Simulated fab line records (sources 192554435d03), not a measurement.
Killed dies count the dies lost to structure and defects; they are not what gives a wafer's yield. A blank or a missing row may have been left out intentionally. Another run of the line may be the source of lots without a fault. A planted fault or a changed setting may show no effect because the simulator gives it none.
Which of the tools did it? -- flow n5Finfet -- 30 wafers from 10 lots sampled at 4 of the route's 1938 steps

WHAT THE GAUGES SHOWED, per wafer
N5_FIN_CUT_CD_MEAS_08: target cd 29.1 nm.
lot,measured,on,cdNm (nm)
L736,day 2 08:08,cdSem-03,29.02 29.09 28.85
L737,day 2 15:45,cdSem-01,29.15 29.02 29.16
L741,day 3 14:51,cdSem-02,29.25 28.53 29.28
L743,day 4 03:02,cdSem-03,28.98 29.15 29.06
L744,day 4 09:47,cdSem-01,29.16 29.23 29.24
L748,day 5 09:46,cdSem-01,29.23 29.05 29.03
L751,day 6 03:02,cdSem-01,29.13 29.62 29.35
L752,day 6 07:59,cdSem-02,29.16 29.11 29.08
L754,day 6 21:49,cdSem-02,28.82 29.10 29.22
L756,day 7 13:37,cdSem-03,29.28 29.63 29.33

EACH LOT AND THE TOOL THAT RAN IT (in order: tool; ch and the chambers of the sampled wafers; start)
lot,N5_FIN_SAQP_SPACER2_ETCHBACK_29,N5_FIN_SAQP_HM_OPEN_33,N5_FIN_CUT_COAT_18
L736,"rieDiel-04 ch 0,1,3, day 2 07:03","rieDiel-06 ch 1,3, day 2 07:18","lithoTrack-04 ch 0, day 2 07:52"
L737,"rieDiel-06 ch 0,1, day 2 14:40","rieDiel-04 ch 0,1,3, day 2 14:55","lithoTrack-03 ch 0, day 2 15:29"
L741,"rieDiel-06 ch 0,3, day 3 13:43","rieDiel-06 ch 0,1,3, day 3 13:58","lithoTrack-04 ch 0, day 3 14:35"
L743,"rieDiel-06 ch 0,2,3, day 4 01:58","rieDiel-04 ch 0,2,3, day 4 02:12","lithoTrack-04 ch 0, day 4 02:46"
L744,"rieDiel-02 ch 0,1,2, day 4 08:42","rieDiel-02 ch 0,2,3, day 4 08:56","lithoTrack-04 ch 0, day 4 09:31"
L748,"rieDiel-02 ch 0,2,3, day 5 08:28","rieDiel-04 ch 0,3, day 5 08:49","lithoTrack-04 ch 0, day 5 09:22"
L751,"rieDiel-04 ch 1,2,3, day 6 01:45","rieDiel-06 ch 0,3, day 6 02:04","lithoTrack-04 ch 0, day 6 02:38"
L752,"rieDiel-06 ch 0,2,3, day 6 06:47","rieDiel-06 ch 0,2,3, day 6 07:01","lithoTrack-01 ch 0, day 6 07:35"
L754,"rieDiel-02 ch 2,3, day 6 20:43","rieDiel-06 ch 0,2, day 6 20:58","lithoTrack-04 ch 0, day 6 21:32"
L756,"rieDiel-02 ch 0,1,2, day 7 12:23","rieDiel-02 ch 0,1,2, day 7 12:45","lithoTrack-03 ch 0, day 7 13:19"
- N5_FIN_SAQP_SPACER2_ETCHBACK_29: etches SiO2 in CHF3/O2, target depth 12.2 nm, time 6.1 s.
- N5_FIN_SAQP_HM_OPEN_33: chemistry CH3F/O2, target SiNx, target depth 49.4 nm, time 70.6 s.
- N5_FIN_CUT_COAT_18: time 60 s, resist thk 230 nm.

WHAT THE TOOLS THEMSELVES READ (means of the sampled wafers that have a number; where no wafer has one, the mark that the record gives instead)
N5_FIN_SAQP_SPACER2_ETCHBACK_29.
lot,tool,CHF3_flow_sccm (sccm),drypumpMotorCurrentA (A),oes_f_703_au (a.u.),oesProductAu (a.u.),rfVppV (V),showerheadPlenumPTorr (Torr),throttleValvePct (%)
L736,rieDiel-04,50.01,5.7,0.85,0.86,527,2.44,18.70
L737,rieDiel-06,49.86,5.6,0.73,0.74,522,2.43,18.96
L741,rieDiel-06,50.14,5.3,0.75,0.74,519,2.40,18.93
L743,rieDiel-06,49.80,5.6,0.81,0.82,520,2.39,18.88
L744,rieDiel-02,50.04,5.5,0.73,0.72,517,2.36,19.06
L748,rieDiel-02,49.98,5.3,0.81,0.81,522,2.43,18.90
L751,rieDiel-04,49.92,5.4,0.83,0.83,524,2.43,18.82
L752,rieDiel-06,50.01,5.6,0.78,0.78,520,2.39,18.90
L754,rieDiel-02,49.91,5.3,0.85,0.84,523,2.46,18.86
L756,rieDiel-02,50.01,5.5,0.81,0.80,517,2.35,18.94

N5_FIN_SAQP_HM_OPEN_33.
lot,tool,drypumpMotorCurrentA (A),etchRfOnTimeS (s),oes_f_703_au (a.u.),oesProductAu (a.u.),rfVppV (V),showerheadPlenumPTorr (Torr),throttleValvePct (%)
L736,rieDiel-06,5.2,71.2,0.71,0.61,296.9,2.04,16.59
L737,rieDiel-04,5.7,69.1,0.84,0.72,299.7,2.03,16.13
L741,rieDiel-06,5.4,69.6,0.73,0.62,295.6,2.01,16.48
L743,rieDiel-04,5.6,67.9,0.90,0.77,299.3,2.04,16.04
L744,rieDiel-02,5.3,69.9,0.83,0.70,295.4,2.02,16.33
L748,rieDiel-04,6.0,68.4,0.85,0.74,302.2,2.04,15.99
L751,rieDiel-06,5.3,69.3,0.75,0.62,295.8,1.98,16.44
L752,rieDiel-06,5.6,69.8,0.78,0.67,295.9,1.98,16.35
L754,rieDiel-06,6.0,70.3,0.82,0.71,297.1,1.97,16.26
L756,rieDiel-02,5.5,69.4,0.80,0.69,293.0,1.95,16.39

N5_FIN_CUT_COAT_18.
lot,tool,heaterPowerTotalW (W),plateTempC (C),resistLineTempC (C),spinSpeedRpm (rpm)
L736,lithoTrack-04,498.8,249.98,22.93,1499.3
L737,lithoTrack-03,500.7,249.99,23.01,1499.2
L741,lithoTrack-04,499.9,249.95,22.88,1500.8
L743,lithoTrack-04,499.8,249.87,23.11,1501.0
L744,lithoTrack-04,500.7,249.82,22.92,1500.3
L748,lithoTrack-04,498.5,249.94,22.99,1499.6
L751,lithoTrack-04,484.3,243.98,22.89,1499.6
L752,lithoTrack-01,500.1,250.05,23.10,1500.5
L754,lithoTrack-04,484.2,243.96,22.96,1500.2
L756,lithoTrack-03,500.0,249.77,23.12,1500.5

THE ANSWER, worked out from the rows above alone
Rule: the lots themselves supply what counts as usual. The widest of any qualifying gaps counts: lots, ordered by their means at a reading, are off when they make up no more than a third of the lots, leave a main group of 4 or more, and stand apart from it by 3 or more times the standard deviation of that group's means. A main group is skipped when, at the precision printed for the reading in the tables above, its means are all equal. Also off: a lot with no number at a reading for which 4 or more lots have one. Where the step has rows for the other lots, those lots are counted as sound. First the gauges in route order, then the tools' own readings, where a lot's mean is used as printed above. At the first step where some lot is off, the reading lying furthest off is the one used; lots without a number count as furthest.
Off, at N5_FIN_CUT_COAT_18 on plateTempC: L751, L754. Mean 249.92 C and standard deviation 0.088 in the main group.
If a tool, at that step or one of the process steps before it, ran each lot that is off and ran no sound lot following the first of them, it fits. One candidate fits, namely lithoTrack-04 at N5_FIN_CUT_COAT_18. A fault onset in the window from L748 (day 5 09:22, its last sound lot) to L751 (day 6 02:38, its first lot off) fits.
The tool's own readings at N5_FIN_CUT_COAT_18 bear it out: on the lots that are off they differ by more than 5 times the standard deviation of the sound lots' means. heaterPowerTotalW reads 484.2 W there against 499.8 W on the sound lots; plateTempC reads 243.97 C there against 249.92 C on the sound lots.

WHAT HAD BEEN PUT IN BY THE SIMULATOR
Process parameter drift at N5_FIN_CUT_COAT_18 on lithoTrack-04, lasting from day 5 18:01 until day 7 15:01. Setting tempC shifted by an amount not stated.
Lots struck among those shown: L751, L754. Same finding as the rule above.
